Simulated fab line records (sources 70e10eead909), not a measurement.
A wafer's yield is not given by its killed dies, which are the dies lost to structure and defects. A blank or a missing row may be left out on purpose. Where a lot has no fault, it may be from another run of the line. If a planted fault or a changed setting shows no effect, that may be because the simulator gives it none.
What tool caused it? / flow nandHarc / Sampling: 13 lots, 39 wafers, 4 of 1159 route steps

## WHAT THE GAUGES SHOWED, per wafer
NHARC_A_CONTACT_CD_MEAS_42: the cd target is 200 nm. Usual: cdNm 200.0 nm, standard deviation 0.73.
lot=L948; measured=day 16 14:52; on=cdSem-01; cdNm (nm)=200.3 200.1 199.9; flag=
lot=L946; measured=day 16 11:57; on=cdSem-03; cdNm (nm)=200.8 201.3 200.0; flag=
lot=L947; measured=day 16 12:14; on=cdSem-01; cdNm (nm)=201.4 200.2 200.6; flag=
lot=L951; measured=day 17 00:31; on=cdSem-03; cdNm (nm)=200.3 199.6 199.9; flag=
lot=L950; measured=day 17 02:58; on=cdSem-02; cdNm (nm)=200.3 199.5 199.7; flag=
lot=L949; measured=day 17 08:38; on=cdSem-01; cdNm (nm)=199.9 199.3 200.3; flag=
lot=L956; measured=day 18 18:26; on=cdSem-02; cdNm (nm)=200.2 200.1 201.4; flag=
lot=L957; measured=day 19 02:52; on=cdSem-02; cdNm (nm)=199.1 199.8 200.7; flag=
lot=L963; measured=day 20 09:34; on=cdSem-01; cdNm (nm)=199.6 200.2 200.7; flag=
lot=L965; measured=day 20 15:21; on=cdSem-01; cdNm (nm)=200.8 200.0 200.3; flag=
lot=L967; measured=day 21 15:13; on=cdSem-02; cdNm (nm)=200.1 200.1 200.1; flag=
lot=L968; measured=day 22 04:43; on=cdSem-03; cdNm (nm)=200.8 201.0 200.8; flag=
lot=L969; measured=day 22 04:10; on=cdSem-01; cdNm (nm)=200.0 199.9 199.2; flag=

## EACH LOT AND THE TOOL THAT RAN IT (in order: tool; ch and the chambers of the sampled wafers; start)
lot=L948; NHARC_A_WL_FILL_STRIP_27=plasmaAsher-01 ch 0,1, day 15 05:04; NHARC_A_WL_FILL_ETCHBACK_17=rieMetal-02 ch 0,1, day 15 15:27; NHARC_A_CONTACT_DEP_24=pecvd-04 ch 0,1, day 16 10:02
lot=L946; NHARC_A_WL_FILL_STRIP_27=plasmaAsher-01 ch 0,1, day 15 05:31; NHARC_A_WL_FILL_ETCHBACK_17=rieMetal-03 ch 0,1, day 15 15:41; NHARC_A_CONTACT_DEP_24=pecvd-01 ch 1,2, day 16 05:43
lot=L947; NHARC_A_WL_FILL_STRIP_27=plasmaAsher-01 ch 0,1, day 15 07:25; NHARC_A_WL_FILL_ETCHBACK_17=rieMetal-01 ch 0,1, day 15 15:25; NHARC_A_CONTACT_DEP_24=pecvd-01 ch 0,1,2, day 16 06:10
lot=L951; NHARC_A_WL_FILL_STRIP_27=plasmaAsher-01 ch 0,1, day 15 22:37; NHARC_A_WL_FILL_ETCHBACK_17=rieMetal-01 ch 0,1, day 16 09:07; NHARC_A_CONTACT_DEP_24=pecvd-02 ch 1,2, day 16 20:49
lot=L950; NHARC_A_WL_FILL_STRIP_27=plasmaAsher-01 ch 0,1, day 16 01:07; NHARC_A_WL_FILL_ETCHBACK_17=rieMetal-03 ch 0,1, day 16 09:11; NHARC_A_CONTACT_DEP_24=pecvd-02 ch 0,1, day 16 23:26
lot=L949; NHARC_A_WL_FILL_STRIP_27=plasmaAsher-01 ch 0,1, day 16 02:06; NHARC_A_WL_FILL_ETCHBACK_17=rieMetal-03 ch 0,1, day 16 12:28; NHARC_A_CONTACT_DEP_24=pecvd-02 ch 0,1, day 17 05:16
lot=L956; NHARC_A_WL_FILL_STRIP_27=plasmaAsher-02 ch 1, day 17 16:32; NHARC_A_WL_FILL_ETCHBACK_17=rieMetal-02 ch 0,1, day 18 00:59; NHARC_A_CONTACT_DEP_24=pecvd-02 ch 0,1,2, day 18 14:24
lot=L957; NHARC_A_WL_FILL_STRIP_27=plasmaAsher-01 ch 0,1, day 18 01:22; NHARC_A_WL_FILL_ETCHBACK_17=rieMetal-03 ch 0,1, day 18 12:02; NHARC_A_CONTACT_DEP_24=pecvd-02 ch 0,2, day 18 23:26
lot=L963; NHARC_A_WL_FILL_STRIP_27=plasmaAsher-01 ch 0,1, day 19 06:20; NHARC_A_WL_FILL_ETCHBACK_17=rieMetal-01 ch 0,1, day 19 15:05; NHARC_A_CONTACT_DEP_24=pecvd-04 ch 1,2, day 20 03:32
lot=L965; NHARC_A_WL_FILL_STRIP_27=plasmaAsher-01 ch 0,1, day 19 11:52; NHARC_A_WL_FILL_ETCHBACK_17=rieMetal-03 ch 0,1, day 19 19:04; NHARC_A_CONTACT_DEP_24=pecvd-04 ch 0,2, day 20 12:02
lot=L967; NHARC_A_WL_FILL_STRIP_27=plasmaAsher-01 ch 0, day 20 12:40; NHARC_A_WL_FILL_ETCHBACK_17=rieMetal-02 ch 0,1, day 20 23:34; NHARC_A_CONTACT_DEP_24=pecvd-04 ch 0,2, day 21 11:31
lot=L968; NHARC_A_WL_FILL_STRIP_27=plasmaAsher-01 ch 0,1, day 21 01:38; NHARC_A_WL_FILL_ETCHBACK_17=rieMetal-02 ch 0,1, day 21 12:11; NHARC_A_CONTACT_DEP_24=pecvd-02 ch 0,1, day 22 01:14
lot=L969; NHARC_A_WL_FILL_STRIP_27=plasmaAsher-01 ch 0, day 21 04:22; NHARC_A_WL_FILL_ETCHBACK_17=rieMetal-01 ch 1, day 21 12:11; NHARC_A_CONTACT_DEP_24=pecvd-02 ch 1,2, day 22 00:09
- NHARC_A_WL_FILL_STRIP_27: strips in N2/H2, time 20 s.
- NHARC_A_WL_FILL_ETCHBACK_17: etches the open film in Cl2/BCl3, target depth 4 nm, time 26.7 s.
- NHARC_A_CONTACT_DEP_24: deposits SiO2, target thk 500 nm.

## WHAT THE TOOLS THEMSELVES READ (means of the sampled wafers that have a number; where no wafer has one, the mark that the record gives instead)
NHARC_A_WL_FILL_STRIP_27. Usual: drypumpMotorCurrentA 6.1 A, standard deviation 0.36; heaterPowerW 318 W, standard deviation 19.
lot=L948; tool=plasmaAsher-01; drypumpMotorCurrentA (A)=6.1; heaterPowerW (W)=323; flag=
lot=L946; tool=plasmaAsher-01; drypumpMotorCurrentA (A)=6.3; heaterPowerW (W)=307; flag=
lot=L947; tool=plasmaAsher-01; drypumpMotorCurrentA (A)=6.1; heaterPowerW (W)=323; flag=
lot=L951; tool=plasmaAsher-01; drypumpMotorCurrentA (A)=6.3; heaterPowerW (W)=309; flag=
lot=L950; tool=plasmaAsher-01; drypumpMotorCurrentA (A)=6.3; heaterPowerW (W)=311; flag=
lot=L949; tool=plasmaAsher-01; drypumpMotorCurrentA (A)=6.1; heaterPowerW (W)=321; flag=
lot=L956; tool=plasmaAsher-02; drypumpMotorCurrentA (A)=6.0; heaterPowerW (W)=312; flag=
lot=L957; tool=plasmaAsher-01; drypumpMotorCurrentA (A)=6.2; heaterPowerW (W)=311; flag=
lot=L963; tool=plasmaAsher-01; drypumpMotorCurrentA (A)=6.2; heaterPowerW (W)=310; flag=
lot=L965; tool=plasmaAsher-01; drypumpMotorCurrentA (A)=6.3; heaterPowerW (W)=306; flag=
lot=L967; tool=plasmaAsher-01; drypumpMotorCurrentA (A)=6.4; heaterPowerW (W)=289; flag=
lot=L968; tool=plasmaAsher-01; drypumpMotorCurrentA (A)=6.3; heaterPowerW (W)=301; flag=
lot=L969; tool=plasmaAsher-01; drypumpMotorCurrentA (A)=6.5; heaterPowerW (W)=289; flag=

NHARC_A_WL_FILL_ETCHBACK_17. Usual: drypumpMotorCurrentA 5.59 A, standard deviation 0.17; oesProductAu 1.002 a.u., standard deviation 0.012.
lot=L948; tool=rieMetal-02; drypumpMotorCurrentA (A)=5.40; oesProductAu (a.u.)=1.007; flag=
lot=L946; tool=rieMetal-03; drypumpMotorCurrentA (A)=5.55; oesProductAu (a.u.)=1.000; flag=
lot=L947; tool=rieMetal-01; drypumpMotorCurrentA (A)=5.80; oesProductAu (a.u.)=0.999; flag=
lot=L951; tool=rieMetal-01; drypumpMotorCurrentA (A)=5.79; oesProductAu (a.u.)=1.003; flag=
lot=L950; tool=rieMetal-03; drypumpMotorCurrentA (A)=5.57; oesProductAu (a.u.)=0.993; flag=
lot=L949; tool=rieMetal-03; drypumpMotorCurrentA (A)=5.56; oesProductAu (a.u.)=0.994; flag=
lot=L956; tool=rieMetal-02; drypumpMotorCurrentA (A)=5.49; oesProductAu (a.u.)=1.016; flag=
lot=L957; tool=rieMetal-03; drypumpMotorCurrentA (A)=5.57; oesProductAu (a.u.)=0.986; flag=
lot=L963; tool=rieMetal-01; drypumpMotorCurrentA (A)=5.80; oesProductAu (a.u.)=1.014; flag=
lot=L965; tool=rieMetal-03; drypumpMotorCurrentA (A)=5.54; oesProductAu (a.u.)=1.009; flag=
lot=L967; tool=rieMetal-02; drypumpMotorCurrentA (A)=5.40; oesProductAu (a.u.)=1.005; flag=
lot=L968; tool=rieMetal-02; drypumpMotorCurrentA (A)=5.40; oesProductAu (a.u.)=1.011; flag=
lot=L969; tool=rieMetal-01; drypumpMotorCurrentA (A)=5.79; oesProductAu (a.u.)=1.020; flag=

NHARC_A_CONTACT_DEP_24. Usual: flowSccm 2649 sccm, standard deviation 7.3; heaterPowerW 541 W, standard deviation 94; rfFwdPowerW 898.8 W, standard deviation 2.9; showerheadVppV 1863 V, standard deviation 120; throttleValvePct 15.6 %, standard deviation 0.82.
lot=L948; tool=pecvd-04; flowSccm (sccm)=2652; heaterPowerW (W)=589; rfFwdPowerW (W)=900.3; showerheadVppV (V)=1937; throttleValvePct (%)=15.9; flag=
lot=L946; tool=pecvd-01; flowSccm (sccm)=2654; heaterPowerW (W)=669; rfFwdPowerW (W)=901.3; showerheadVppV (V)=1961; throttleValvePct (%)=16.2; flag=
lot=L947; tool=pecvd-01; flowSccm (sccm)=2651; heaterPowerW (W)=592; rfFwdPowerW (W)=902.5; showerheadVppV (V)=1882; throttleValvePct (%)=16.7; flag=
lot=L951; tool=pecvd-02; flowSccm (sccm)=2644; heaterPowerW (W)=437; rfFwdPowerW (W)=893.4; showerheadVppV (V)=1831; throttleValvePct (%)=14.7; flag=
lot=L950; tool=pecvd-02; flowSccm (sccm)=2660; heaterPowerW (W)=441; rfFwdPowerW (W)=897.2; showerheadVppV (V)=1762; throttleValvePct (%)=14.8; flag=
lot=L949; tool=pecvd-02; flowSccm (sccm)=2646; heaterPowerW (W)=446; rfFwdPowerW (W)=893.7; showerheadVppV (V)=1758; throttleValvePct (%)=14.9; flag=
lot=L956; tool=pecvd-02; flowSccm (sccm)=2647; heaterPowerW (W)=578; rfFwdPowerW (W)=780.8; showerheadVppV (V)=1652; throttleValvePct (%)=15.0; flag=OFF
lot=L957; tool=pecvd-02; flowSccm (sccm)=2656; heaterPowerW (W)=619; rfFwdPowerW (W)=658.6; showerheadVppV (V)=1472; throttleValvePct (%)=15.0; flag=OFF
lot=L963; tool=pecvd-04; flowSccm (sccm)=2649; heaterPowerW (W)=663; rfFwdPowerW (W)=902.2; showerheadVppV (V)=2060; throttleValvePct (%)=15.8; flag=
lot=L965; tool=pecvd-04; flowSccm (sccm)=2654; heaterPowerW (W)=521; rfFwdPowerW (W)=897.3; showerheadVppV (V)=1917; throttleValvePct (%)=16.6; flag=
lot=L967; tool=pecvd-04; flowSccm (sccm)=2652; heaterPowerW (W)=520; rfFwdPowerW (W)=896.1; showerheadVppV (V)=1913; throttleValvePct (%)=16.7; flag=
lot=L968; tool=pecvd-02; flowSccm (sccm)=2655; heaterPowerW (W)=443; rfFwdPowerW (W)=899.7; showerheadVppV (V)=1760; throttleValvePct (%)=15.1; flag=
lot=L969; tool=pecvd-02; flowSccm (sccm)=2643; heaterPowerW (W)=586; rfFwdPowerW (W)=896.9; showerheadVppV (V)=1759; throttleValvePct (%)=15.1; flag=

## THE ANSWER, worked out from the rows above alone
Rule: lot off if the mean of its wafers having a number is beyond 3 standard deviations from the usual mean. A lot without any number at a reading at which 4 lots or more have one is off too. All remaining lots with rows at the step are treated as sound. The gauges are gone through in route order, then the tools' own readings, and for those a lot's mean is taken as printed above. At the first step where some lot is off, the reading lying furthest off is the one used; lots without a number count as furthest.
Off, at NHARC_A_CONTACT_DEP_24 on rfFwdPowerW: L956, L957.
A tool fits if, at that step or a process step before it, it ran every lot that is off, and no sound lot after the first of them. Not one of the candidates tried fits.

## WHAT THE SIMULATOR HAD PUT IN
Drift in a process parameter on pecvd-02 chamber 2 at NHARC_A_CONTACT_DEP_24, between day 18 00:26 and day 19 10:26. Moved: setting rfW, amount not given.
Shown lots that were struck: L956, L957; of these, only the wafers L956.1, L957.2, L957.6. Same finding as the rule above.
